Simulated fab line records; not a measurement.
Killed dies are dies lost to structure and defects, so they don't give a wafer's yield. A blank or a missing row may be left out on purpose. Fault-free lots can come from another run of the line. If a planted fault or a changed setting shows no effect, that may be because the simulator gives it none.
fab line records ; flow nand-harc
record: lots: 13; wafers: 39; last-day: 24
route steps=1159 shown A_CONTACT@945 A_BLC@971 END@1159
lots untouched by any fault: they come from a run of this same line in which no faults occurred
start-h: hours from the record's opening day to when the first of the lot's shown wafers began ; wait-h: hours elapsed since this lot's preceding step ; " as in the row above ; L1.1+2: a single row standing in for several wafers ; - no value, or no start was given ; * or withheld: withheld ; < > ~ a bound
route shown NAME@n: names a module that has steps shown in the file, with the first one's number in the route ; usual: mean and standard deviation over wafers with no fault ; same: alike in all rows ; chamber/n: place in a boat ; sites: the reading at each site ; _std_site: the values' standard deviation ; _edge_site: outer sites' mean less inner sites' ; radius-mm: how far each site lies from the wafer's centre ; mask NAME#n: copy n ; behind: the most recent tool/chamber to have shaped the wafer ; hold: what put the lot on hold/how long, in hours/how the hold closed ; device: which transistor (n, p or np) failed to switch ; end of line: the tests these same wafers got at the end of their route ; for a step that has no rows: nothing shown but its recipe ; killed: at the first sort, the dies lost to defects and structure; wafer yield is something else ; map: dies across one wafer; x = killed, . = not, _ = none there
set.NAME: the run value of the setting; set.NAME@STEP: its run value at that earlier step ; model.NAME: the simulator's own value behind a step, which no gauge read
route steps across a sampled set of lots; one table per step, one row per wafer
services: a tool's chamber out of use, with start hour (start-h, from the record's first day; less than 0 if before it), hours out, and reason
== steps ==
step: NHARC_A_CONTACT_ETCH_136
recipe: source-w: withheld; pressure-mtorr: 20; bias-v: 3000; time-s: 132; target-depth-a: 12870; ar-flow-sccm: withheld; c4f8-flow-sccm: withheld; o2-flow-sccm: withheld; chemistry: C4F8/O2/Ar
lot.wafer;tool;chamber;start-h;wait-h;rf-hours-counter-h
L102.4;har-cap-etch-03;1;386.22;0.1;-
L102.3;har-cap-etch-03;0;386.22;0.1;-
L102.5;har-cap-etch-03;0;386.22;0.1;-
L105.4;har-cap-etch-02;1;402.86;0.1;-
L105.3;har-cap-etch-02;0;402.86;0.1;-
L105.5;har-cap-etch-02;1;402.86;0.1;-
L108.1;har-cap-etch-01;1;421.61;0.1;63
L108.2;har-cap-etch-01;0;421.61;0.1;63
L108.6;har-cap-etch-01;1;421.61;0.1;-
L109.2;har-cap-etch-03;0;434.44;0.1;97
L109.4;har-cap-etch-03;0;434.44;0.1;-
L109.6;har-cap-etch-03;0;434.44;0.1;-
L110.2;har-cap-etch-02;1;434.74;0.1;21
L110.4;har-cap-etch-02;0;434.74;0.1;-
L110.3;har-cap-etch-02;1;434.74;0.1;-
L111.1;har-cap-etch-03;1;443.86;0.1;97
L111.5;har-cap-etch-03;1;443.86;0.1;-
L111.6;har-cap-etch-03;0;443.86;0.1;-
L114.2;har-cap-etch-03;1;468.83;0.1;101
L114.3;har-cap-etch-03;1;468.83;0.1;-
L114.5;har-cap-etch-03;0;468.83;0.1;-
L118.1;har-cap-etch-01;1;481.38;0.1;76
L118.6;har-cap-etch-01;1;481.38;0.1;-
L118.5;har-cap-etch-01;0;481.38;0.1;-
L117.1;har-cap-etch-02;0;483.01;0.2;30
L117.3;har-cap-etch-02;1;483.01;0.2;-
L117.5;har-cap-etch-02;0;483.01;0.2;-
L115.2;har-cap-etch-03;1;489.78;0.1;108
L115.4;har-cap-etch-03;0;489.78;0.1;-
L115.5;har-cap-etch-03;0;489.78;0.1;-
L120.2;har-cap-etch-03;1;492.09;0.1;108
L120.3;har-cap-etch-03;0;492.09;0.1;-
L120.6;har-cap-etch-03;0;492.09;0.1;-
L121.1;har-cap-etch-02;0;498.39;0.1;33
L121.3;har-cap-etch-02;0;498.39;0.1;-
L121.5;har-cap-etch-02;0;498.39;0.1;-
L122.3;har-cap-etch-01;1;504.08;0.1;-
L122.6;har-cap-etch-01;0;504.08;0.1;-
L122.5;har-cap-etch-01;1;504.08;0.1;-
step: NHARC_A_CONTACT_CD_MEAS_15
usual: cd-nm: 90.1/0.45
lot.wafer;tool;chamber;start-h;wait-h;cd-nm
L102.3;cd-sem-02;-;387.36;-;89.9
L102.4;cd-sem-02;-;387.36;-;90.5
L102.5;cd-sem-02;-;387.36;-;90.2
L105.3;cd-sem-01;-;403.99;-;90.1
L105.4;cd-sem-01;-;403.99;-;90.6
L105.5;cd-sem-01;-;403.99;-;90.3
L108.1;cd-sem-03;-;422.82;-;90.6
L108.2;cd-sem-03;-;422.82;-;90.1
L108.6;cd-sem-03;-;422.82;-;89.8
L109.2;cd-sem-02;-;435.43;-;89.8
L109.4;cd-sem-02;-;435.43;-;89.9
L109.6;cd-sem-02;-;435.43;-;90.6
L110.2;cd-sem-03;-;435.91;-;89.8
L110.3;cd-sem-03;-;435.91;-;90.2
L110.4;cd-sem-03;-;435.91;-;90.3
L111.1;cd-sem-02;-;444.86;-;89.4
L111.5;cd-sem-02;-;444.86;-;89.1
L111.6;cd-sem-02;-;444.86;-;90.0
L114.2;cd-sem-02;-;469.82;-;89.8
L114.3;cd-sem-02;-;469.82;-;90.6
L114.5;cd-sem-02;-;469.82;-;90.2
L118.1;cd-sem-01;-;482.36;-;90.6
L118.5;cd-sem-01;-;482.36;-;90.6
L118.6;cd-sem-01;-;482.36;-;90.4
L117.1;cd-sem-03;-;484.43;-;90.7
L117.3;cd-sem-03;-;484.43;-;89.8
L117.5;cd-sem-03;-;484.43;-;90.8
L115.2;cd-sem-01;-;490.80;-;90.1
L115.4;cd-sem-01;-;490.80;-;89.3
L115.5;cd-sem-01;-;490.80;-;90.1
L120.2;cd-sem-03;-;493.06;-;90.1
L120.3;cd-sem-03;-;493.06;-;89.9
L120.6;cd-sem-03;-;493.06;-;89.8
L121.1;cd-sem-02;-;500.01;-;89.6
L121.3;cd-sem-02;-;500.01;-;89.2
L121.5;cd-sem-02;-;500.01;-;89.3
L122.3;cd-sem-01;-;505.06;-;90.2
L122.5;cd-sem-01;-;505.06;-;90.0
L122.6;cd-sem-01;-;505.06;-;90.9
step: NHARC_A_BLC_EXPOSE_07
recipe: na: 1.35; target-cd-nm: 100; dose-mj: 67.97; mask-id: A_BLC
usual: exposure-dose-mJ-cm2: 67.97/0.064; reticle-temp-C: 23.02/0.1
same: na: 1.35
lot.wafer;tool;chamber;start-h;wait-h;mask;exposure-dose-mJ-cm2;reticle-temp-C
L102.3;arfi-scanner-03;0;397.31;-;A_BLC#0;67.88;22.96
L102.4;arfi-scanner-03;0;397.31;-;A_BLC#0;67.91;22.90
L102.5;arfi-scanner-03;0;397.31;-;A_BLC#0;67.92;22.81
L105.3;arfi-scanner-01;0;406.81;-;A_BLC#0;68.04;22.96
L105.4;arfi-scanner-01;0;406.81;-;A_BLC#0;67.98;23.14
L105.5;arfi-scanner-01;0;406.81;-;A_BLC#0;67.89;22.93
L108.1;arfi-scanner-01;0;425.70;-;A_BLC#0;68.05;23.25
L108.2;arfi-scanner-01;0;425.70;-;A_BLC#0;68.11;23.01
L108.6;arfi-scanner-01;0;425.70;-;A_BLC#0;68.01;22.97
L109.2;arfi-scanner-03;0;442.61;-;A_BLC#0;67.94;23.19
L109.4;arfi-scanner-03;0;442.61;-;A_BLC#0;67.88;23.17
L109.6;arfi-scanner-03;0;442.61;-;A_BLC#0;67.94;23.24
L110.2;arfi-scanner-03;0;443.23;-;A_BLC#0;67.99;23.06
L110.3;arfi-scanner-03;0;443.23;-;A_BLC#0;67.94;23.17
L110.4;arfi-scanner-03;0;443.23;-;A_BLC#0;68.04;23.20
L111.1;arfi-scanner-02;0;447.86;-;A_BLC#0;68.06;23.01
L111.5;arfi-scanner-02;0;447.86;-;A_BLC#0;68.10;22.76
L111.6;arfi-scanner-02;0;447.86;-;A_BLC#0;67.90;22.99
L114.2;arfi-scanner-01;0;472.75;-;A_BLC#0;89.99;22.99
L114.3;arfi-scanner-01;0;472.75;-;A_BLC#0;89.82;22.94
L114.5;arfi-scanner-01;0;472.75;-;A_BLC#0;90.01;22.95
L118.1;arfi-scanner-01;0;489.84;-;A_BLC#0;85.53;23.12
L118.5;arfi-scanner-01;0;489.84;-;A_BLC#0;85.51;23.13
L118.6;arfi-scanner-01;0;489.84;-;A_BLC#0;85.49;23.08
L117.1;arfi-scanner-01;0;490.59;-;A_BLC#0;83.13;23.11
L117.3;arfi-scanner-01;0;490.59;-;A_BLC#0;83.16;23.01
L117.5;arfi-scanner-01;0;490.59;-;A_BLC#0;83.13;23.14
L115.2;arfi-scanner-01;0;494.28;-;A_BLC#0;83.22;22.97
L115.4;arfi-scanner-01;0;494.28;-;A_BLC#0;83.16;23.08
L115.5;arfi-scanner-01;0;494.28;-;A_BLC#0;83.16;22.99
L120.2;arfi-scanner-02;0;496.02;-;A_BLC#0;68.00;22.91
L120.3;arfi-scanner-02;0;496.02;-;A_BLC#0;67.98;23.02
L120.6;arfi-scanner-02;0;496.02;-;A_BLC#0;67.98;22.94
L121.1;arfi-scanner-03;0;504.88;-;A_BLC#0;67.95;22.86
L121.3;arfi-scanner-03;0;504.88;-;A_BLC#0;67.94;22.91
L121.5;arfi-scanner-03;0;504.88;-;A_BLC#0;67.92;23.00
L122.3;arfi-scanner-03;0;514.19;-;A_BLC#0;67.88;23.05
L122.5;arfi-scanner-03;0;514.19;-;A_BLC#0;67.96;22.96
L122.6;arfi-scanner-03;0;514.19;-;A_BLC#0;67.92;23.10
step: NHARC_A_BLC_CD_MEAS_10
recipe: target-cd-nm: 100; landing-energy-ev: 500
usual: cd-nm: 100.1/0.52
lot.wafer;tool;chamber;start-h;wait-h;cd-nm
L102.3;cd-sem-03;0;397.44;-;99.5
L102.4;cd-sem-03;0;397.44;-;99.4
L102.5;cd-sem-03;0;397.44;-;100.0
L105.3;cd-sem-02;0;406.95;-;100.1
L105.4;cd-sem-02;0;406.95;-;99.4
L105.5;cd-sem-02;0;406.95;-;99.7
L108.1;cd-sem-02;0;425.84;-;100.7
L108.2;cd-sem-02;0;425.84;-;100.9
L108.6;cd-sem-02;0;425.84;-;100.3
L109.2;cd-sem-03;0;442.75;-;99.6
L109.4;cd-sem-03;0;442.75;-;100.2
L109.6;cd-sem-03;0;442.75;-;100.2
L110.2;cd-sem-02;0;443.37;-;99.7
L110.3;cd-sem-02;0;443.37;-;99.7
L110.4;cd-sem-02;0;443.37;-;99.8
L111.1;cd-sem-03;0;448.00;-;100.9
L111.5;cd-sem-03;0;448.00;-;100.5
L111.6;cd-sem-03;0;448.00;-;100.8
L114.2;cd-sem-01;0;472.89;-;117.7
L114.3;cd-sem-01;0;472.89;-;117.8
L114.5;cd-sem-01;0;472.89;-;117.6
L118.1;cd-sem-01;0;489.98;-;113.3
L118.5;cd-sem-01;0;489.98;-;112.7
L118.6;cd-sem-01;0;489.98;-;113.5
L117.1;cd-sem-03;0;490.72;-;111.6
L117.3;cd-sem-03;0;490.72;-;111.5
L117.5;cd-sem-03;0;490.72;-;111.9
L115.2;cd-sem-03;0;494.41;-;111.9
L115.4;cd-sem-03;0;494.41;-;112.0
L115.5;cd-sem-03;0;494.41;-;111.5
L120.2;cd-sem-01;0;496.16;-;100.1
L120.3;cd-sem-01;0;496.16;-;100.5
L120.6;cd-sem-01;0;496.16;-;99.9
L121.1;cd-sem-03;0;505.02;-;100.5
L121.3;cd-sem-03;0;505.02;-;100.0
L121.5;cd-sem-03;0;505.02;-;100.5
L122.3;cd-sem-01;0;514.33;-;100.0
L122.5;cd-sem-01;0;514.33;-;101.1
L122.6;cd-sem-01;0;514.33;-;100.8
step: NHARC_A_BLC_OVL_MEAS_11
usual: overlay-x-nm: 0.1/0.7; overlay-y-nm: 0.1/0.94
lot.wafer;tool;chamber;start-h;wait-h;overlay-x-nm;overlay-y-nm
L102.3;overlay-02;-;397.53;-;0.2;0.2
L102.4;overlay-02;-;397.53;-;0.7;0.5
L102.5;overlay-02;-;397.53;-;0.5;0.2
L105.3;overlay-01;-;407.03;-;-0.9;-1.4
L105.4;overlay-01;-;407.03;-;-0.8;-1.4
L105.5;overlay-01;-;407.03;-;-0.3;-1.2
L108.1;overlay-02;-;425.93;-;1.1;-0.2
L108.2;overlay-02;-;425.93;-;1.1;0.2
L108.6;overlay-02;-;425.93;-;0.7;-0.3
L109.2;overlay-02;-;442.83;-;0.0;-0.3
L109.4;overlay-02;-;442.83;-;0.2;0.4
L109.6;overlay-02;-;442.83;-;0.1;-0.2
L110.2;overlay-02;-;443.46;-;0.1;0.0
L110.3;overlay-02;-;443.46;-;-0.1;-0.2
L110.4;overlay-02;-;443.46;-;0.6;0.2
L111.1;overlay-01;-;448.09;-;0.1;1.8
L111.5;overlay-01;-;448.09;-;-0.7;1.6
L111.6;overlay-01;-;448.09;-;-0.5;1.7
L114.2;overlay-02;-;472.98;-;0.9;-0.9
L114.3;overlay-02;-;472.98;-;0.6;-0.1
L114.5;overlay-02;-;472.98;-;0.6;-0.7
L118.1;overlay-02;-;490.07;-;0.6;-0.3
L118.5;overlay-02;-;490.07;-;0.4;-0.5
L118.6;overlay-02;-;490.07;-;0.0;-0.3
L117.1;overlay-01;-;490.81;-;-2.0;0.1
L117.3;overlay-01;-;490.81;-;-2.0;1.0
L117.5;overlay-01;-;490.81;-;-2.3;0.4
L115.2;overlay-02;-;494.50;-;-0.2;-0.8
L115.4;overlay-02;-;494.50;-;0.4;-1.0
L115.5;overlay-02;-;494.50;-;0.6;-0.4
L120.2;overlay-01;-;496.24;-;0.6;0.1
L120.3;overlay-01;-;496.24;-;0.6;0.1
L120.6;overlay-01;-;496.24;-;-0.1;0.7
L121.1;overlay-02;-;505.11;-;0.2;-1.0
L121.3;overlay-02;-;505.11;-;0.2;-1.6
L121.5;overlay-02;-;505.11;-;0.4;-1.0
L122.3;overlay-01;-;514.41;-;-0.3;-1.7
L122.5;overlay-01;-;514.41;-;-0.1;-1.6
L122.6;overlay-01;-;514.41;-;-0.4;-1.1
step: NHARC_END_SORT_01
recipe: temp-c: 25
usual: killed-at-array: 24/7.4; killed-at-other: 0.5/0.81; killed-at-periphery: 3.4/2.3; killed-dies: 28/8; killed-open: 3.4/1.8; killed-short: 2.0/1.4
same: gross-dies: 677
lot.wafer;tool;chamber;start-h;wait-h;killed-at-array;killed-at-other;killed-at-periphery;killed-dies;killed-open;killed-short
L114.2;prober-01;0;517.97;2.8;298;0;7;305;5;2
L114.3;prober-01;0;518.77;3.1;253;0;2;255;6;2
L114.5;prober-01;0;520.38;3.7;199;0;2;201;5;1
L118.1;prober-01;0;538.29;2.5;122;2;5;129;5;5
L118.5;prober-01;0;541.47;3.7;57;1;2;60;3;1
L118.6;prober-01;0;542.27;4.0;112;0;2;114;1;1
L117.1;prober-02;0;538.34;2.5;73;0;5;78;5;1
L117.3;prober-02;0;539.95;3.1;39;0;5;44;1;3
L117.5;prober-02;0;541.57;3.7;90;1;6;97;4;3
L115.2;prober-01;0;554.57;2.8;60;2;2;64;3;2
L115.4;prober-01;0;556.18;3.4;34;1;2;37;1;4
L115.5;prober-01;0;556.98;3.7;27;2;2;31;2;2
killed by level:class
L114.2 A_BLC:area-expose=274 A_CHANNEL_HOLE_D1:chamber-film-flake=8 A_CONTACT:chamber-film-flake=8 P_ZERO_WELL:chamber-film-flake=5 A_STAIRCASE:chamber-film-flake=3 P_CONTACT:geometric-particle:open=2 A_ONON_D1:geometric-particle:open=1 A_CHANNEL_FILL_D1:geometric-particle:short=1
L114.3 A_BLC:area-expose=230 A_CHANNEL_HOLE_D1:chamber-film-flake=6 A_CONTACT:chamber-film-flake=6 A_STAIRCASE:chamber-film-flake=3 P_M0:geometric-particle:short=1 A_ONON_D1:geometric-particle:open=1 A_STAIRCASE:geometric-particle:open=1 A_CHANNEL_FILL_D1:geometric-particle:open=1
L114.5 A_BLC:area-expose=172 A_CHANNEL_HOLE_D1:chamber-film-flake=18 A_CONTACT:chamber-film-flake=3 A_CONTACT:geometric-particle:open=2 P_GATE:chamber-film-flake=2 A_CHANNEL_FILL_D1:geometric-particle:open=1 A_SGD_CUT:geometric-particle:open=1 A_WL_FILL:geometric-particle:short=1
L118.1 A_BLC:area-expose=92 A_CHANNEL_HOLE_D1:chamber-film-flake=17 A_CONTACT:chamber-film-flake=4 P_GATE:geometric-particle:open=2 A_ONON_D1:geometric-particle:short=2 P_ZERO_WELL:chamber-film-flake=2 A_CHANNEL_HOLE_D1:geometric-particle:open=1 A_CHANNEL_FILL_D1:geometric-particle:short=1
L117.1 A_BLC:area-expose=47 A_SLIT:chamber-film-flake=9 A_STAIRCASE:chamber-film-flake=4 A_CONTACT:chamber-film-flake=4 P_GATE:chamber-film-flake=3 A_CONTACT:geometric-particle:open=2 A_BLC:geometric-particle:open=2 A_CHANNEL_HOLE_D1:chamber-film-flake=2
L117.3 A_SLIT:chamber-film-flake=13 A_BLC:area-expose=11 A_STAIRCASE:chamber-film-flake=5 P_GATE:chamber-film-flake=4 A_CHANNEL_HOLE_D1:chamber-film-flake=3 A_CONTACT:chamber-film-flake=2 A_ONON_D1:geometric-particle:short=1 A_CHANNEL_FILL_D1:geometric-particle:short=1
L118.5 A_BLC:area-expose=33 A_CHANNEL_HOLE_D1:chamber-film-flake=10 A_CONTACT:chamber-film-flake=5 A_STAIRCASE:chamber-film-flake=3 A_M0:geometric-particle:open=2 P_STI:chamber-film-flake=2 A_ONON_D1:geometric-particle:open=1 A_CONTACT:geometric-particle:short=1
L117.5 A_BLC:area-expose=63 A_SLIT:chamber-film-flake=15 P_GATE:chamber-film-flake=4 A_STAIRCASE:chamber-film-flake=3 P_M0:geometric-particle:open=2 A_M1:chamber-film-flake=2 A_SOURCE_PLATE:geometric-particle:short=1 A_ONON_D1:geometric-particle:short=1
L118.6 A_BLC:area-expose=86 A_CHANNEL_HOLE_D1:chamber-film-flake=15 A_CONTACT:chamber-film-flake=4 P_STI:chamber-film-flake=2 A_SGD_CUT:chamber-film-flake=2 A_ONON_D1:geometric-particle:open=1 A_WL_FILL:geometric-particle:short=1 A_STAIRCASE:chamber-film-flake=1
L115.2 A_BLC:area-expose=45 A_CONTACT:chamber-film-flake=5 A_CHANNEL_HOLE_D1:chamber-film-flake=4 A_STAIRCASE:chamber-film-flake=3 P_GATE:geometric-particle:open=2 A_WL_FILL:geometric-particle:short=2 THIN_TSV:chamber-film-flake=2 A_M0:geometric-particle:open=1
L115.4 A_BLC:area-expose=17 A_CHANNEL_HOLE_D1:chamber-film-flake=5 A_STAIRCASE:chamber-film-flake=4 A_CONTACT:chamber-film-flake=4 A_WL_FILL:geometric-particle:short=3 P_M0:geometric-particle:short=1 A_ONON_D1:geometric-particle:open=1 P_GATE:chamber-film-flake=1
L115.5 A_BLC:area-expose=8 A_STAIRCASE:chamber-film-flake=7 A_CONTACT:chamber-film-flake=7 A_CHANNEL_HOLE_D1:chamber-film-flake=3 P_M2:geometric-particle:open=1 A_CHANNEL_FILL_D1:geometric-particle:short=1 A_CHANNEL_FILL_D1:geometric-particle:open=1 P_ZERO_WELL:chamber-film-flake=1
== services ==
tool;chamber;start-h;hours;kind
arfi-scanner-01;-;368.01;4.0;pm
arfi-scanner-03;-;409.29;0.2;repair
arfi-scanner-02;-;427.85;8.7;repair
arfi-scanner-03;-;430.83;9.6;repair
har-cap-etch-02;-;439.59;0.3;repair
har-cap-etch-01;-;440.34;0.3;repair
arfi-scanner-02;-;458.98;0.3;repair
arfi-scanner-03;-;484.00;4.0;pm
arfi-scanner-02;-;494.96;0.7;repair
== key ==
first-sign: step: NHARC_A_BLC_EXPOSE_07; reading: exposure-dose-mJ-cm2; direction: up; sigmas: 99+; usual: 67.97; struck: 85.44
effect: step: NHARC_A_BLC_CD_MEAS_10; reading: cd-nm; direction: up; sigmas: 26; usual: 100.1; struck: 113.6; through: control-loop
effect: step: NHARC_END_SORT_01; reading: killed-at-array; direction: up; sigmas: 12; usual: 24; struck: 114; wafers-moved: 10
more-kills-born-at: NHARC_A_BLC_EXPOSE_07@arfi-scanner-01: 1078
met-at NHARC_A_BLC_EXPOSE_07
struck-lots L114,L115,L117,L118
tester-left-out L114,L115,L117,L118
loop-trim: step: NHARC_A_BLC_EXPOSE_07; setting: dose; lots: L115,L117,L118
not-acting-at NHARC_A_CONTACT_ETCH_136,NHARC_A_CONTACT_CD_MEAS_15,NHARC_A_BLC_OVL_MEAS_11
onset-between 425.70 472.75
fault: kind: process-parameter-drift; tool: arfi-scanner-01; chamber: -; onset-h: 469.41; steps: NHARC_A_BLC_EXPOSE_07; channel: dose-mj; offset: 21.975; shape: step; acts-in: these-recipes-only; stated: 67.97
tester-left-out: of these lots the tester's yield and bins aren't shown, on N5 and GAA mostly nor the transistor test; their killed dies are dies lost to structure and defects alone, not to doping, threshold or leakage, so they don't give the yield
loop-trim: a control loop set the setting to another value than it would have without faults
